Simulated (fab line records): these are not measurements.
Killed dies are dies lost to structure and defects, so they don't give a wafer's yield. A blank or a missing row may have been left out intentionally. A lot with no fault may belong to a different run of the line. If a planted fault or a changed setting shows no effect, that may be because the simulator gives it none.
Chamber matching + flow n5_finfet + 3 sister chambers for N5_BEOL_M7_ILD_DEP_00 on pecvd-01
The step deposits SiCOH lowk from DEMS/porogen, target thk 179.75 nm, time 33.4 s. 27 wafers are shown with their chamber, then 12 later ones without.

## WAFERS WITH THEIR CHAMBER
| wafer  | chamber | throttle_valve_pct (%) | heater_power_w (W) | showerhead_plenum_p_Torr (Torr) |
|--------|---------|------------------------|--------------------|---------------------------------|
| L074.2 | 1       | 14.7                   | 320                | 5.716                           |
| L074.3 | 0       | 13.6                   | 270                | 5.767                           |
| L074.4 | 0       | 13.5                   | 268                | 5.747                           |
| L075.1 | 0       | 13.5                   | 258                | 5.771                           |
| L075.2 | 2       | 13.4                   | 250                | 5.739                           |
| L075.3 | 1       | 14.6                   | 346                | 5.746                           |
| L075.4 | 1       | 14.6                   | 367                | 5.726                           |
| L075.5 | 0       | 13.6                   | 262                | 5.760                           |
| L075.6 | 2       | 13.1                   | 252                | 5.729                           |
| L077.1 | 1       | 14.3                   | 361                | 5.733                           |
| L077.4 | 1       | 14.6                   | 361                | 5.738                           |
| L077.6 | 2       | 13.6                   | 232                | 5.718                           |
| L079.1 | 2       | 13.5                   | 263                | 5.746                           |
| L079.2 | 1       | 14.7                   | 343                | 5.737                           |
| L079.6 | 1       | 14.6                   | 337                | 5.733                           |
| L083.1 | 0       | 13.6                   | 254                | 5.775                           |
| L083.2 | 2       | 13.2                   | 233                | 5.731                           |
| L083.6 | 0       | 13.7                   | 255                | 5.764                           |
| L084.3 | 1       | 14.7                   | 355                | 5.728                           |
| L084.5 | 2       | 13.5                   | 253                | 5.736                           |
| L084.6 | 0       | 13.7                   | 217                | 5.752                           |
| L090.1 | 0       | 13.7                   | 255                | 5.758                           |
| L090.2 | 1       | 14.5                   | 362                | 5.722                           |
| L090.3 | 2       | 13.2                   | 268                | 5.739                           |
| L090.4 | 2       | 13.4                   | 275                | 5.738                           |
| L090.5 | 1       | 14.5                   | 366                | 5.716                           |
| L090.6 | 0       | 13.5                   | 257                | 5.770                           |

SIGNATURES, as means of the wafers listed above
| reading                  | chamber 0 | chamber 1 | chamber 2 | scatter within a chamber |
|--------------------------|-----------|-----------|-----------|--------------------------|
| throttle_valve_pct       | 13.600    | 14.580    | 13.363    | 0.131                    |
| heater_power_w           | 255.11    | 351.80    | 253.25    | 15.3                     |
| showerhead_plenum_p_Torr | 5.76267   | 5.72950   | 5.73450   | 0.00923                  |
Rule: for each reading, subtract the chamber's mean from the wafer's reading, divide by that reading's scatter and square the result; add these up over the readings and take the root, which gives the wafer's distance from the chamber. The wafer belongs to the nearest chamber; if the next one is less than 2 further off, it can't be placed. The scatter is the square root of a quotient: the sum, over the shown wafers, of each reading's squared deviation from its chamber's mean, divided by wafers minus chambers.

## WAFERS WHOSE CHAMBER IS MISSING
| wafer  | throttle_valve_pct (%) | heater_power_w (W) | showerhead_plenum_p_Torr (Torr) |
|--------|------------------------|--------------------|---------------------------------|
| L091.1 | 13.6                   | 249                | 5.728                           |
| L091.2 | 13.6                   | 242                | 5.752                           |
| L091.3 | 14.5                   | 304                | 5.722                           |
| L091.4 | 14.7                   | 303                | 5.718                           |
| L091.5 | 13.5                   | 253                | 5.746                           |
| L091.6 | 13.7                   | 241                | 5.764                           |
| L092.2 | 14.5                   | 348                | 5.719                           |
| L092.3 | 13.6                   | 267                | 5.761                           |
| L092.4 | 14.4                   | 355                | 5.740                           |
| L094.1 | 14.9                   | 372                | 5.728                           |
| L094.2 | 13.9                   | 254                | 5.764                           |
| L094.4 | 13.4                   | 271                | 5.723                           |

## EACH ONE'S CHAMBER
| wafer  | from the rows above     | in truth |
|--------|-------------------------|----------|
| L091.1 | can't be placed: 2 or 0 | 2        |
| L091.2 | can't be placed: 0 or 2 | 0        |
| L091.3 | 1                       | 1        |
| L091.4 | 1                       | 1        |
| L091.5 | can't be placed: 2 or 0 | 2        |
| L091.6 | 0                       | 0        |
| L092.2 | 1                       | 1        |
| L092.3 | 0                       | 0        |
| L092.4 | 1                       | 1        |
| L094.1 | 1                       | 1        |
| L094.2 | 0                       | 0        |
| L094.4 | 2                       | 2        |
Correctly placed: 9 of 12. From these rows, 3 cannot be placed; in 3 the true chamber is one of the candidates. 0 placed wrongly.
